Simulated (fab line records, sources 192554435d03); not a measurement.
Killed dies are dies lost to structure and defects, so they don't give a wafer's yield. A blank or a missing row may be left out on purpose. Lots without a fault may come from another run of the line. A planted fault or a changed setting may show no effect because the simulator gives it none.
Split-lot experiment | flow n5_finfet | 7 lots, 21 wafers read, on a route of 1938 steps

THE SPLIT
At N5_FIN_CUT_EXPOSE_05 (exposes mask FIN CUT), the setting dose_mj was moved away from the recipe's 45.75 on 9 of the 21 wafers read, by -5.0% to +6.1%. The other wafers ran this setting at the recipe's value.

FROM THE SPLIT TO THE READING: what the file shows between them, 2 steps
- N5_FIN_CUT_PEB_06: peb time 60 s
- N5_FIN_CUT_DEVELOP_07: develop time 30 s

THE READING
cd_nm, in nm, at N5_FIN_CUT_CD_MEAS_08 (target cd 29.1 nm). Fault-free wafers of this fab line usually give 29.27 nm, standard deviation 0.25 nm.

wafer  | tool, chamber at the split | dose_mj as run | against the recipe | cd_nm, nm | against lot-mates on the recipe
L074.2 | euv_scanner-02, 0          | 45.75          | recipe             | 29.63     | -
L074.5 | euv_scanner-02, 0          | 45.75          | recipe             | 29.32     | -
L074.6 | euv_scanner-02, 0          | 43.45          | -5.0%              | 28.59     | -0.89
L075.1 | euv_scanner-01, 0          | 43.9           | -4.0%              | 28.37     | -0.92
L075.3 | euv_scanner-01, 0          | 45.75          | recipe             | 29.29     | -
L075.5 | euv_scanner-01, 0          | 43.9           | -4.0%              | 28.48     | -0.81
L078.3 | euv_scanner-01, 0          | 45.75          | recipe             | 29.24     | -
L078.5 | euv_scanner-01, 0          | 45.75          | recipe             | 28.99     | -
L078.6 | euv_scanner-01, 0          | 45.75          | recipe             | 29.31     | -
L080.2 | euv_scanner-02, 0          | 48.56          | +6.1%              | 30.21     | +1.09
L080.4 | euv_scanner-02, 0          | 45.75          | recipe             | 29.12     | -
L080.5 | euv_scanner-02, 0          | 48.56          | +6.1%              | 30.65     | +1.53
L084.1 | euv_scanner-01, 0          | 48.24          | +5.4%              | 30.33     | +0.85
L084.2 | euv_scanner-01, 0          | 45.75          | recipe             | 29.36     | -
L084.3 | euv_scanner-01, 0          | 45.75          | recipe             | 29.60     | -
L086.1 | euv_scanner-01, 0          | 47             | +2.7%              | 29.70     | +0.48
L086.2 | euv_scanner-01, 0          | 47             | +2.7%              | 29.86     | +0.64
L086.4 | euv_scanner-01, 0          | 45.75          | recipe             | 29.22     | -
L092.1 | euv_scanner-02, 0          | 44.22          | -3.3%              | 29.19     | -0.26
L092.3 | euv_scanner-02, 0          | 45.75          | recipe             | 29.78     | -
L092.4 | euv_scanner-02, 0          | 45.75          | recipe             | 29.13     | -

THE FIT
A straight line over all 21 wafers: cd_nm changes by +0.174 nm for each +1% of dose_mj; r = +0.92; the points scatter about the line by 0.23 nm.
The same after taking each lot's own level away (the mean of its wafers on the recipe; 21 wafers): +0.19 nm for each +1%; r = +0.95; scatter 0.19 nm.
On that fit, the largest move of dose_mj shifts the reading by 1.2 nm.
The lots' own levels span 29.120 to 29.480 nm, that is 1.4 times the standard deviation above.
So the lot-to-lot level changes the slope little: the two slopes agree.
Check: with one of the wafers moved furthest among these (+6.1%) left out of the fit, the line predicts +1.22 nm for it against its lot-mates. It came out at +1.09 nm against them.

OTHER SPLITS ON THESE WAFERS
These wafers also went through other splits before the reading. Each is held against what the fit with the lots' levels taken away leaves over:
other split on the same wafers                    | wafers away from the commonest value | r with cd_nm (lot level and that fit taken away)
N5_PMOS_HMC_CHANNEL_EPI_PEB_07 peb_temp_c         | 4                                    | -0.11
N5_PMOS_HMC_CHANNEL_EPI_DEVELOP_08 develop_time_s | 9                                    | -0.20
N5_FIN_SAQP_HM_DEP_72 time_s                      | 8                                    | +0.18
N5_FIN_SAQP_DESCUM_21 time_s                      | 8                                    | +0.22

THE WHOLE CHAIN: every reading that the file lists as answering this split, in the file's order
step                  | what it does                                                | reading                                                               | change (the file's fit)               | r (the file's)
N5_FIN_CUT_CD_MEAS_08 | target cd 29.1 nm                                           | cd_nm                                                                 | +0.18 nm for each +1% of the setting  | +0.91
N5_FIN_CUT_ETCH_30    | etches underlayer in N2/H2, target depth 13 nm, time 10.4 s | FIN_CUT.cd_offset_nm (the simulator's own value, which no gauge read) | +0.15 nm for each +1% of the setting  | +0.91
N5_FIN_CUT_ETCH_20    | etches SiARC in CF4, target depth 26 nm, time 43.3 s        | FIN_CUT.cd_offset_nm (the simulator's own value, which no gauge read) | +0.165 nm for each +1% of the setting | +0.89

THE FILE'S OWN FIT
cd_nm changes by +0.18 nm for each +1% of dose_mj, r = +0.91.
